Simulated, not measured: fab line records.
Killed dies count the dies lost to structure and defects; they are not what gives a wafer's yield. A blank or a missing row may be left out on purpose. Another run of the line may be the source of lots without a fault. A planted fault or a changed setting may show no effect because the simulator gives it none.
fab line records	flow n5-finfet
record: lots: 7	wafers: 21
route steps=1938 shown SD_EPI_N@268 SD_EPI_P@321 SD_ACTIVATION@331 GATE_CUT@481 MOL_CONTACT_COAG@518
start-h: hours from the record's first day to the start of the lot's first wafer shown	wait-h: how many hours have passed since the lot's step before this one	" the same as in the row above	L1.1+2: a single row standing in for several wafers	- value missing, or start not given	* or withheld: withheld	< > ~ a bound
route shown NAME@n: a module of which the file shows steps, and the number in the route of the first	usual: mean and standard deviation over wafers with no fault	same: alike in all rows	chamber/n: place in a boat	sites: the reading at each site	_std_site: standard deviation of those values	_edge_site: inner sites' mean taken away from outer sites' mean	radius-mm: for every site, how far away it sits from the centre of the wafer	mask NAME#n: copy n	behind: the last tool/chamber to shape the wafer	hold: what put the lot on hold/how long, in hours/how the hold closed	device: transistor that didn't switch, given as n, p or np	end of line: at the end of the route, the tests of the same wafers	for a step that has no rows: nothing shown but its recipe	killed: dies lost to structure and defects at the first sort, not the wafer's yield	map: per-die view of a wafer (x killed, . not killed, _ where there is no die)
set.NAME: the setting the step ran with; set.NAME@STEP: the setting that earlier step ran with	model.NAME: the simulator's own value behind a step, which no gauge read
lots run with intentionally changed settings; tables by step, rows by wafer
== steps ==
step: N5_SD_EPI_N_PEB_07
recipe: peb-temp-c: 110	peb-time-s: 60	resist: CAR-ArF-block
lot.wafer	tool	chamber	start-h	wait-h	set.peb-temp-c
L075.2	litho-track-05	0	58.16	0.0	110
L075.3+6	"	0	"	"	107.3
L081.2+3	litho-track-01	0	94.69	0.0	113
L081.6	"	0	"	"	110
L082.2+5+6	litho-track-01	0	98.57	0.0	110
L083.2+3+4	litho-track-01	0	103.55	0.0	110
L086.2+3+6	litho-track-01	0	122.48	0.0	110
L089.1+5+6	litho-track-05	0	140.66	0.1	110
L093.1+3	litho-track-01	0	164.87	0.1	110
L093.4	"	0	"	"	108.1
step: N5_SD_EPI_N_DEVELOP_08
recipe: develop-time-s: 30	developer: TMAH	resist: CAR-ArF-block	dev-temp-c: 23	rinse-liquid: diw	dry: air-spin
step: N5_SD_EPI_N_CD_MEAS_09
recipe: target-cd-nm: 120	landing-energy-ev: 500	detector: se-inlens
usual: cd-nm: 120.0/0.57
lot.wafer	tool	chamber	start-h	wait-h	set.peb-temp-c@SD_EPI_N_PEB_07	cd-nm
L075.2	cd-sem-03	0	58.23	-	110	119.4
L075.3	"	0	"	"	107.3	113.1
L075.6	"	0	"	"	107.3	113.0
L081.2	cd-sem-02	0	94.76	-	113	127.8
L081.3	"	0	"	"	113	127.6
L081.6	"	0	"	"	110	119.9
L082.2	cd-sem-02	0	98.63	-	110	119.9
L082.5	"	0	"	"	110	120.1
L082.6	"	0	"	"	110	120.2
L083.2	cd-sem-01	0	103.61	-	110	118.8
L083.3	"	0	"	"	110	118.2
L083.4	"	0	"	"	110	118.9
L086.2	cd-sem-01	0	122.54	-	110	120.3
L086.3	"	0	"	"	110	119.7
L086.6	"	0	"	"	110	120.7
L089.1	cd-sem-03	0	140.72	-	110	120.8
L089.5	"	0	"	"	110	119.8
L089.6	"	0	"	"	110	120.5
L093.1	cd-sem-02	0	164.94	-	110	119.9
L093.3	"	0	"	"	110	118.6
L093.4	"	0	"	"	108.1	114.7
step: N5_SD_EPI_N_DESCUM_14
recipe: chemistry: O2	time-s: 7.9	source-power-w: 50	bias-power-w: 20	pressure-mtorr: 20	rf-frequency-hz: 2.712e+07	temp-c: 40	resist: CAR-ArF-block	o2-flow-sccm: 225
lot.wafer	tool	chamber	start-h	wait-h	set.peb-temp-c@SD_EPI_N_PEB_07	model.SD_EPI_N.cd-nm
L075.2	rie-diel-03	0	59.36	1.1	110	119.8
L075.3+6	"	0	"	"	107.3	113
L081.2+3	rie-diel-03	0,3	94.85	0.0	113	127.8
L081.6	"	2	"	"	110	120
L082.2	rie-diel-06	2	98.72	0.0	110	119.8
L082.5	"	0	"	"	110	120
L082.6	"	3	"	"	110	120.4
L083.2	rie-diel-06	0	104.06	0.4	110	118.8
L083.3	"	2	"	"	110	118.2
L083.4	"	1	"	"	110	118.6
L086.2	rie-diel-03	3	122.63	0.0	110	120.2
L086.3	"	1	"	"	110	119.8
L086.6	"	2	"	"	110	120.6
L089.1	rie-diel-03	2	140.81	0.0	110	120.8
L089.5	"	0	"	"	110	120.2
L089.6	"	1	"	"	110	120.4
L093.1	rie-diel-05	0	165.03	0.0	110	119.8
L093.3	"	3	"	"	110	118.8
L093.4	"	1	"	"	108.1	114.6
step: N5_SD_EPI_N_ETCH_34
recipe: chemistry: CF4	target: SiARC	target-depth-a: 455	mask-material: CAR-ArF-block	time-s: 75.8	ion-energy-ev: 80	pressure-mtorr: 40	source-w: 545	bias-w: 36	Ar_flow_sccm: 100	cf4-flow-sccm: 100	ends: cleared
step: N5_SD_EPI_N_ETCH_35
recipe: chemistry: N2/H2	target: SOC	overetch-a: 1080	mask-material: SiARC	temp-c: 40	ion-energy-ev: 100	source-w: 3000	bias-w: 133	pressure-mtorr: 20	time-s: 486	n2-flow-sccm: 200	h2-flow-sccm: 200
lot.wafer	tool	chamber	start-h	wait-h	set.peb-temp-c@SD_EPI_N_PEB_07	model.SD_EPI_N.cd-nm
L075.2	rie-diel-03	0	59.49	0.1	110	120
L075.3	"	0	"	"	107.3	113.2
L075.6	"	0	"	"	107.3	112
L081.2	rie-diel-03	0	94.94	0.0	113	127.6
L081.3	"	3	"	"	113	127.2
L081.6	"	2	"	"	110	119.8
L082.2	rie-diel-06	2	98.81	0.0	110	120
L082.5	"	0	"	"	110	119.8
L082.6	"	3	"	"	110	119.2
L083.2	rie-diel-06	0	104.15	0.0	110	119.4
L083.3	"	2	"	"	110	118
L083.4	"	1	"	"	110	118.8
L086.2+3	rie-diel-03	3,1	122.72	0.0	110	119.4
L086.6	"	2	"	"	110	120.8
L089.1	rie-diel-03	2	140.90	0.0	110	120.4
L089.5	"	0	"	"	110	120.8
L089.6	"	1	"	"	110	119.4
L093.1	rie-diel-05	0	165.12	0.0	110	120.6
L093.3	"	3	"	"	110	119.4
L093.4	"	1	"	"	108.1	115.4
step: N5_SD_EPI_N_ETCH_45
recipe: chemistry: CH3F/O2	target: SiOCN	target-depth-a: 60	mask-material: SOC	ion-energy-ev: 60	bias-w: 29	pressure-mtorr: 15	source-w: 410	Ar_flow_sccm: 150	CH3F_flow_sccm: 30	O2_flow_sccm: 20
lot.wafer	tool	chamber	start-h	wait-h	set.target-depth-a	model.etch.depth-nm
L075.2	rie-diel-03	0	60.13	0.1	54.73	5.503
L075.3	"	0	"	"	60	6.081
L075.6	"	0	"	"	60	6.049
L081.2	rie-diel-03	0	95.36	0.1	60	5.932
L081.3	"	3	"	"	57.27	5.722
L081.6	"	2	"	"	60	5.989
L082.2	rie-diel-06	2	99.24	0.1	60	6.086
L082.5	"	0	"	"	60	6.016
L082.6	"	3	"	"	60	6.049
L083.2	rie-diel-06	0	104.57	0.1	60	5.959
L083.3	"	2	"	"	64.62	6.466
L083.4	"	1	"	"	64.62	6.514
L086.2	rie-diel-03	3	123.15	0.1	60	6.029
L086.3	"	1	"	"	60	6.031
L086.6	"	2	"	"	60	6.063
L089.1	rie-diel-03	2	141.33	0.1	60	5.989
L089.5	"	0	"	"	60	5.964
L089.6	"	1	"	"	60	6.053
L093.1	rie-diel-05	0	165.54	0.1	60	5.914
L093.3	"	3	"	"	60	6.017
L093.4	"	1	"	"	60	5.877
step: N5_SD_EPI_P_EPI_21
recipe: material: SiGe:B	dopant: B	temp-c: 550	pressure-torr: 20	ambient: H2	time-s: 355
lot.wafer	tool	chamber	start-h	wait-h	set.time-s	model.SiGe-B_of_SD_EPI_P_EPI_21.thk-nm
L075.2	epi-rpcvd-03	0	65.83	0.5	319.4	56.4
L075.3	"	0	"	"	319.4	57.6
L075.6	"	0	67.27	1.8	355	61
L081.2	epi-rpcvd-02	0	101.07	0.5	355	61.4
L081.3+6	"	0	"	"	319.4	56.8
L082.2	epi-rpcvd-03	0	104.86	0.5	355	61.6
L082.5	"	0	105.94	1.5	304	54.8
L082.6	"	0	"	"	304	55.2
L083.2+4	epi-rpcvd-03	0	110.74	0.6	336.3	58.8
L083.3	"	0	"	"	355	61.4
L086.2+3	epi-rpcvd-03	0	129.66	0.6	355	61
L086.6	"	0	131.58	2.4	355	60.6
L089.1	epi-rpcvd-03	0	146.61	0.1	323.8	57.6
L089.5	"	0	148.05	1.5	355	61.4
L089.6	"	0	"	"	355	61
L093.1	epi-rpcvd-03	0	170.84	0.1	355	59.6
L093.3	"	0	"	"	320.8	56.2
L093.4	"	0	"	"	355	59.2
step: N5_SD_EPI_P_EPI_MEAS_23
recipe: mode: xrd
usual: thk-nm: 60.9/1.3
lot.wafer	tool	chamber	start-h	wait-h	set.time-s@SD_EPI_P_EPI_21	thk-nm
L075.2	film-metro-01	-	67.68	1.5	319.4	56.1
L075.3	"	-	"	"	319.4	59.4
L075.6	"	-	"	"	355	60.6
L081.2	film-metro-02	-	102.91	1.5	355	61.3
L081.3	"	-	"	"	319.4	55.7
L081.6	"	-	"	"	319.4	57.5
L082.2	film-metro-02	-	106.70	1.5	355	60.8
L082.5	"	-	"	"	304	55.4
L082.6	"	-	"	"	304	55.4
L083.2	film-metro-02	-	113.17	2.0	336.3	59.0
L083.3	"	-	"	"	355	60.7
L083.4	"	-	"	"	336.3	58.2
L086.2	film-metro-01	-	132.10	2.0	355	61.6
L086.3	"	-	"	"	355	60.6
L086.6	"	-	"	"	355	61.6
L089.1	film-metro-02	-	148.80	1.8	323.8	56.2
L089.5	"	-	"	"	355	60.8
L089.6	"	-	"	"	355	60.7
L093.1	film-metro-02	-	173.03	1.8	355	59.3
L093.3	"	-	"	"	320.8	56.6
L093.4	"	-	"	"	355	59.1
step: N5_SD_ACTIVATION_LSA_01
recipe: temp-c: 1080	time-s: 0.0008	ambient: N2
usual: wafer_temp_C_max: 1084.2/1
lot.wafer	tool	chamber	start-h	wait-h	set.temp-c	wafer_temp_C_max
L075.2	laser-anneal-01	0	68.13	0.2	1080	1084.3
L075.3	"	0	"	"	1080	1085.1
L075.6	"	0	"	"	1080	1085.1
L081.2	laser-anneal-01	0	103.35	0.2	1080	1086.5
L081.3	"	0	"	"	1102	1106.7
L081.6	"	0	"	"	1080	1086.2
L082.2	laser-anneal-02	0	107.15	0.2	1080	1082.9
L082.5	"	0	"	"	1080	1082.8
L082.6	"	0	"	"	1092	1095.9
L083.2	laser-anneal-01	0	113.61	0.2	1080	1084.9
L083.3	"	0	"	"	1080	1085.2
L083.4	"	0	"	"	1080	1085.3
L086.2	laser-anneal-02	0	132.53	0.2	1080	1082.4
L086.3	"	0	"	"	1080	1084.9
L086.6	"	0	"	"	1080	1082.0
L089.1	laser-anneal-01	0	149.22	0.2	1080	1085.9
L089.5	"	0	"	"	1105	1109.9
L089.6	"	0	"	"	1080	1085.0
L093.1	laser-anneal-01	0	173.69	0.2	1108	1112.5
L093.3	"	0	"	"	1080	1085.8
L093.4	"	0	"	"	1080	1084.7
step: N5_GATE_CUT_COAT_07
recipe: resist: CAR-EUV	spin-rpm: 1500	resist-thk-nm: 30
lot.wafer	tool	chamber	start-h	wait-h	set.spin-rpm	model.CAR-EUV_of_GATE_CUT_COAT_07.thk-nm
L075.2+6	litho-track-03	0	-	-	1500	30
L075.3	"	0	"	"	1451	30.4
L081.2+3	litho-track-02	0	-	-	1401	31.2
L081.6	"	0	"	"	1500	30
L082.2+5+6	litho-track-02	0	-	-	1500	30
L083.2+4	litho-track-02	0	-	-	1344	31.8
L083.3	"	0	"	"	1500	30.2
L086.2+3	litho-track-02	0	-	-	1500	30
L086.6	"	0	"	"	1500	30.2
L089.1+5	litho-track-02	0	-	-	1500	30.2
L089.6	"	0	"	"	1422	31
L093.1+3	litho-track-02	0	-	-	1632	28.8
L093.4	"	0	"	"	1500	30
step: N5_GATE_CUT_DESCUM_18
recipe: chemistry: O2	time-s: 7	source-power-w: 50	bias-power-w: 20	pressure-mtorr: 20	rf-frequency-hz: 2.712e+07	temp-c: 40	resist: CAR-EUV	o2-flow-sccm: 225
lot.wafer	tool	chamber	start-h	wait-h	set.time-s	set.spin-rpm@GATE_CUT_COAT_07	model.CAR-EUV_of_GATE_CUT_COAT_07.thk-nm
L075.2	rie-diel-04	2	93.32	0.1	7	1500	26
L075.3	"	1	"	"	5.848	1451	27
L075.6	"	0	"	"	5.848	1500	26.6
L081.2	rie-diel-02	1	128.38	0.2	6.141	1401	27.6
L081.3	"	0	"	"	7	1401	27.2
L081.6	"	2	"	"	6.141	1500	26.6
L082.2+6	rie-diel-04	3	132.33	0.0	7	1500	26
L082.5	"	0	"	"	7	1500	26.2
L083.2	rie-diel-04	0	140.64	0.0	7	1344	28
L083.3	"	2	"	"	7	1500	26.2
L083.4	"	3	"	"	7.417	1344	27.6
L086.2	rie-diel-04	0	158.00	0.0	7	1500	26
L086.3+6	"	2,0	"	"	7	1500	26.2
L089.1	rie-diel-01	1	174.23	0.2	6.126	1500	26.8
L089.5	"	3	"	"	7	1500	26.2
L089.6	"	0	"	"	6.126	1422	27.4
L093.1	rie-diel-02	2	199.95	0.0	7	1632	24.8
L093.3	"	0	"	"	5.778	1632	25.4
L093.4	"	1	"	"	7	1500	26
step: N5_GATE_CUT_ETCH_28
recipe: chemistry: N2/H2	target: underlayer	target-depth-a: 130	mask-material: CAR-EUV	time-s: 10.4	ion-energy-ev: 200	pressure-mtorr: 30	source-w: 840	bias-w: 150	n2-flow-sccm: 200	h2-flow-sccm: 200	ends: cleared
lot.wafer	tool	chamber	start-h	wait-h	set.spin-rpm@GATE_CUT_COAT_07	set.time-s@GATE_CUT_DESCUM_18	model.CAR-EUV_of_GATE_CUT_COAT_07.thk-nm
L075.2	rie-diel-04	2	93.36	0.0	1500	7	14.6
L075.3	"	1	"	"	1451	5.848	15.6
L075.6	"	0	"	"	1500	5.848	15.2
L081.2	rie-diel-02	1	128.41	0.0	1401	6.141	16.2
L081.3	"	0	"	"	1401	7	15.8
L081.6	"	2	"	"	1500	6.141	15.2
L082.2	rie-diel-04	3	132.37	0.0	1500	7	14.4
L082.5+6	"	0,3	"	"	1500	7	14.6
L083.2	rie-diel-04	0	140.67	0.0	1344	7	16.4
L083.3	"	2	"	"	1500	7	14.8
L083.4	"	3	"	"	1344	7.417	16.2
L086.2	rie-diel-04	0	158.03	0.0	1500	7	14.6
L086.3+6	"	2,0	"	"	1500	7	14.8
L089.1	rie-diel-01	1	174.26	0.0	1500	6.126	15.2
L089.5	"	3	"	"	1500	7	14.8
L089.6	"	0	"	"	1422	6.126	16
L093.1	rie-diel-02	2	199.99	0.0	1632	7	13.4
L093.3	"	0	"	"	1632	5.778	14
L093.4	"	1	"	"	1500	7	14.6
step: N5_GATE_CUT_ETCH_36
recipe: chemistry: CF4	target: SiARC	target-depth-a: 130	mask-material: CAR-EUV	time-s: 21.7	ion-energy-ev: 80	pressure-mtorr: 40	source-w: 545	bias-w: 36	Ar_flow_sccm: 100	cf4-flow-sccm: 100	ends: cleared
lot.wafer	tool	chamber	start-h	wait-h	set.spin-rpm@GATE_CUT_COAT_07	set.time-s@GATE_CUT_DESCUM_18	model.CAR-EUV_of_GATE_CUT_COAT_07.thk-nm
L075.2	rie-diel-04	2	93.38	0.0	1500	7	7
L075.3	"	1	"	"	1451	5.848	8
L075.6	"	0	"	"	1500	5.848	7.6
L081.2	rie-diel-02	1	128.43	0.0	1401	6.141	8.4
L081.3	"	0	"	"	1401	7	8.2
L081.6	"	2	"	"	1500	6.141	7.4
L082.2	rie-diel-04	3	132.39	0.0	1500	7	6.8
L082.5+6	"	0,3	"	"	1500	7	7
L083.2	rie-diel-04	0	140.69	0.0	1344	7	8.8
L083.3	"	2	"	"	1500	7	7
L083.4	"	3	"	"	1344	7.417	8.4
L086.2	rie-diel-04	0	158.05	0.0	1500	7	7
L086.3+6	"	2,0	"	"	1500	7	7.2
L089.1	rie-diel-01	1	174.28	0.0	1500	6.126	7.6
L089.5	"	3	"	"	1500	7	7
L089.6	"	0	"	"	1422	6.126	8.4
L093.1	rie-diel-02	2	200.01	0.0	1632	7	5.6
L093.3	"	0	"	"	1632	5.778	6.4
L093.4	"	1	"	"	1500	7	6.8
step: N5_MOL_CONTACT_COAG_COAT_104
recipe: resist: SiARC	temp-c: 220	time-s: 60	spin-rpm: 1500	resist-thk-nm: 12
lot.wafer	tool	chamber	start-h	wait-h	set.spin-rpm	model.SiARC_of_MOL_CONTACT_COAG_COAT_104.thk-nm
L075.2+6	litho-track-04	0	-	-	1632	11.6
L075.3	"	0	"	"	1500	12
L081.2+3+6	litho-track-01	0	-	-	1500	12
L082.2+5	litho-track-04	0	-	-	1500	12
L082.6	"	0	"	"	1372	12.6
L083.2	litho-track-04	0	-	-	1603	11.6
L083.3+4	"	0	"	"	1500	12
L086.2+3+6	litho-track-04	0	-	-	1500	12
L089.1+5+6	litho-track-04	0	-	-	1500	12
L093.1+4	litho-track-04	0	-	-	1350	12.6
L093.3	"	0	"	"	1500	12
step: N5_MOL_CONTACT_COAG_COAT_58
recipe: resist: underlayer	temp-c: 205	time-s: 60	spin-rpm: 1500	resist-thk-nm: 10
step: N5_MOL_CONTACT_COAG_COAT_02
recipe: resist: CAR-EUV	spin-rpm: 1500	resist-thk-nm: 30
step: N5_MOL_CONTACT_COAG_DESCUM_13
recipe: chemistry: O2	time-s: 7	source-power-w: 50	bias-power-w: 20	pressure-mtorr: 20	rf-frequency-hz: 2.712e+07	temp-c: 40	resist: CAR-EUV	o2-flow-sccm: 225
step: N5_MOL_CONTACT_COAG_ETCH_59
recipe: chemistry: N2/H2	target: underlayer	target-depth-a: 130	mask-material: CAR-EUV	time-s: 10.4	ion-energy-ev: 200	pressure-mtorr: 30	source-w: 840	bias-w: 150	n2-flow-sccm: 200	h2-flow-sccm: 200	ends: cleared
step: N5_MOL_CONTACT_COAG_ETCH_105
recipe: chemistry: CF4	target: SiARC	target-depth-a: 156	mask-material: CAR-EUV	time-s: 26	ion-energy-ev: 80	pressure-mtorr: 40	source-w: 545	bias-w: 36	Ar_flow_sccm: 100	cf4-flow-sccm: 100	ends: cleared
usual: etch-rf-on-time-s: 26.1/0.41
lot.wafer	tool	chamber	start-h	wait-h	set.spin-rpm@MOL_CONTACT_COAG_COAT_104	etch-rf-on-time-s	model.etch.depth-nm	model.CAR-EUV_of_MOL_CONTACT_COAG_COAT_02.thk-nm
L075.2	rie-diel-06	1	97.16	0.0	1632	24.5	11.52	5.8
L075.3	"	3	"	"	1500	25.6	11.99	5.4
L075.6	"	3	"	"	1632	24.7	11.52	5.8
L081.2	rie-diel-06	2	133.67	0.0	1500	25.7	12.02	5.6
L081.3	"	1	"	"	1500	25.7	11.99	5.4
L081.6	"	1	"	"	1500	25.7	12.01	5.4
L082.2	rie-diel-06	1	136.57	0.0	1500	25.4	12	5.4
L082.5	"	1	"	"	1500	25.7	12.05	5.4
L082.6	"	2	"	"	1372	26.7	12.54	5.2
L083.2	rie-diel-05	0	144.70	0.0	1603	25.3	11.6	5.8
L083.3	"	2	"	"	1500	26.9	12.03	5.6
L083.4	"	3	"	"	1500	25.8	11.99	5.6
L086.2	rie-diel-05	1	161.96	0.0	1500	26.4	12.06	5.6
L086.3	"	2	"	"	1500	26.9	12.03	5.4
L086.6	"	2	"	"	1500	26.9	12.04	5.6
L089.1	rie-diel-03	3	178.50	0.0	1500	26.0	12.05	5.4
L089.5	"	0	"	"	1500	26.4	12.04	5.6
L089.6	"	1	"	"	1500	25.8	12.06	5.6
L093.1	rie-diel-06	1	204.05	0.0	1350	27.2	12.64	5
L093.3	"	3	"	"	1500	26.0	12	5.4
L093.4	"	2	"	"	1350	27.5	12.67	5
step: N5_MOL_CONTACT_COAG_ETCH_106
recipe: chemistry: N2/H2	target: SOC	target-depth-a: 800	overetch-a: 160	mask-material: SiARC	temp-c: 40	time-s: 120	ion-energy-ev: 200	pressure-mtorr: 30	source-w: 840	bias-w: 150	n2-flow-sccm: 200	h2-flow-sccm: 200
lot.wafer	tool	chamber	start-h	wait-h	set.spin-rpm@MOL_CONTACT_COAG_COAT_104	model.SiARC_of_MOL_CONTACT_COAG_COAT_104.thk-nm
L075.2+6	rie-diel-06	1,3	97.19	0.0	1632	5.8
L075.3	"	3	"	"	1500	6.2
L081.2+3+6	rie-diel-06	2,1,1	133.70	0.0	1500	6.4
L082.2+5	rie-diel-06	1	136.60	0.0	1500	6.2
L082.6	"	2	"	"	1372	6.8
L083.2	rie-diel-05	0	144.72	0.0	1603	6.2
L083.3	"	2	"	"	1500	6.6
L083.4	"	3	"	"	1500	6.4
L086.2+3+6	rie-diel-05	1,2,2	161.99	0.0	1500	6.6
L089.1+5+6	rie-diel-03	3,0,1	178.53	0.0	1500	6.4
L093.1+4	rie-diel-06	1,2	204.07	0.0	1350	7
L093.3	"	3	"	"	1500	6.2
step: N5_MOL_CONTACT_COAG_ALD_131
recipe: material: SiO2	target-thk-a: 50	temp-c: 100	ald-precursor-family: BDEAS	ald-co-reactant: O2-plasma	pulse-time-s: 1	co-reactant-pulse-time-s: 1	purge-time-s: 2	co-reactant-purge-time-s: 2	ald-cycles: 35	pressure-torr: 2
lot.wafer	tool	chamber	start-h	wait-h	set.ald-cycles	model.SiO2_of_MOL_CONTACT_COAG_ALD_131.thk-nm
L075.2+3+6	ald-sin-03	1,0,0	107.39	0.1	35	5
L081.2+3	ald-sin-02	2,1	142.35	0.1	35	5
L081.6	"	3	"	"	29	4.2
L082.2+6	ald-sin-03	2,0	147.23	0.1	35	5
L082.5	"	3	"	"	38	5.4
L083.2+3	ald-sin-02	1,2	158.78	0.1	35	5
L083.4	"	3	"	"	31	4.4
L086.2+3+6	ald-sin-01	0,1,0	170.91	0.1	35	5
L089.1	ald-sin-02	0	190.93	1.1	37	5.2
L089.5+6	"	2,1	"	"	35	5
L093.1	ald-sin-03	3	216.50	0.4	35	5
L093.3+4	"	2,3	"	"	30	4.2
== key ==
split: step: N5_SD_EPI_N_PEB_07	setting: peb-temp-c	stated: 110	by: wafer
response: step: N5_SD_EPI_N_CD_MEAS_09	reading: cd-nm	change: +2.72	per: 1%	r: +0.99
response: step: N5_SD_EPI_N_DESCUM_14	reading: model.SD_EPI_N.cd-nm	change: +2.8	per: 1%	r: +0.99
response: step: N5_SD_EPI_N_ETCH_35	reading: model.SD_EPI_N.cd-nm	change: +2.85	per: 1%	r: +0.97
split: step: N5_SD_EPI_N_ETCH_45	setting: target-depth-a	stated: 60	by: wafer
response: step: N5_SD_EPI_N_ETCH_45	reading: model.etch.depth-nm	change: +0.0644	per: 1%	r: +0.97
split: step: N5_SD_EPI_P_EPI_21	setting: time-s	stated: 355	by: wafer
response: step: N5_SD_EPI_P_EPI_21	reading: model.SiGe-B_of_SD_EPI_P_EPI_21.thk-nm	change: +0.425	per: 1%	r: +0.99
response: step: N5_SD_EPI_P_EPI_MEAS_23	reading: thk-nm	change: *	per: 1%	r: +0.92
split: step: N5_SD_ACTIVATION_LSA_01	setting: temp-c	stated: 1080	by: wafer
response: step: N5_SD_ACTIVATION_LSA_01	reading: wafer_temp_C_max	change: *	per: 1%	r: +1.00
split: step: N5_GATE_CUT_COAT_07	setting: spin-rpm	stated: 1500	by: wafer
response: step: N5_GATE_CUT_COAT_07	reading: model.CAR-EUV_of_GATE_CUT_COAT_07.thk-nm	change: -0.152	per: 1%	r: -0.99
response: step: N5_GATE_CUT_DESCUM_18	reading: model.CAR-EUV_of_GATE_CUT_COAT_07.thk-nm	change: -0.138	per: 1%	r: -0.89
response: step: N5_GATE_CUT_ETCH_28	reading: model.CAR-EUV_of_GATE_CUT_COAT_07.thk-nm	slope: -0.147	per: 1%	together-with: time-s@GATE_CUT_DESCUM_18	explained: 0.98
response: step: N5_GATE_CUT_ETCH_36	reading: model.CAR-EUV_of_GATE_CUT_COAT_07.thk-nm	slope: -0.154	per: 1%	together-with: time-s@GATE_CUT_DESCUM_18	explained: 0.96
split: step: N5_GATE_CUT_DESCUM_18	setting: time-s	stated: 7	by: wafer
response: step: N5_GATE_CUT_DESCUM_18	reading: model.CAR-EUV_of_GATE_CUT_COAT_07.thk-nm	slope: -0.0366	per: 1%	together-with: spin-rpm@GATE_CUT_COAT_07	explained: 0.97
response: step: N5_GATE_CUT_ETCH_28	reading: model.CAR-EUV_of_GATE_CUT_COAT_07.thk-nm	slope: -0.0343	per: 1%	together-with: spin-rpm@GATE_CUT_COAT_07	explained: 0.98
response: step: N5_GATE_CUT_ETCH_36	reading: model.CAR-EUV_of_GATE_CUT_COAT_07.thk-nm	slope: -0.0394	per: 1%	together-with: spin-rpm@GATE_CUT_COAT_07	explained: 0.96
split: step: N5_MOL_CONTACT_COAG_COAT_104	setting: spin-rpm	stated: 1500	by: wafer
response: step: N5_MOL_CONTACT_COAG_COAT_104	reading: model.SiARC_of_MOL_CONTACT_COAG_COAT_104.thk-nm	change: -0.0585	per: 1%	r: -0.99
response: step: N5_MOL_CONTACT_COAG_ETCH_105	reading: etch-rf-on-time-s	change: *	per: 1%	r: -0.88
response: step: N5_MOL_CONTACT_COAG_ETCH_105	reading: model.etch.depth-nm	change: -0.0601	per: 1%	r: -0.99
response: step: N5_MOL_CONTACT_COAG_ETCH_105	reading: model.CAR-EUV_of_MOL_CONTACT_COAG_COAT_02.thk-nm	change: +0.0356	per: 1%	r: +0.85
response: step: N5_MOL_CONTACT_COAG_ETCH_106	reading: model.SiARC_of_MOL_CONTACT_COAG_COAT_104.thk-nm	change: -0.0629	per: 1%	r: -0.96
split: step: N5_MOL_CONTACT_COAG_ALD_131	setting: ald-cycles	stated: 35	by: wafer
response: step: N5_MOL_CONTACT_COAG_ALD_131	reading: model.SiO2_of_MOL_CONTACT_COAG_ALD_131.thk-nm	change: +0.0498	per: 1%	r: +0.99
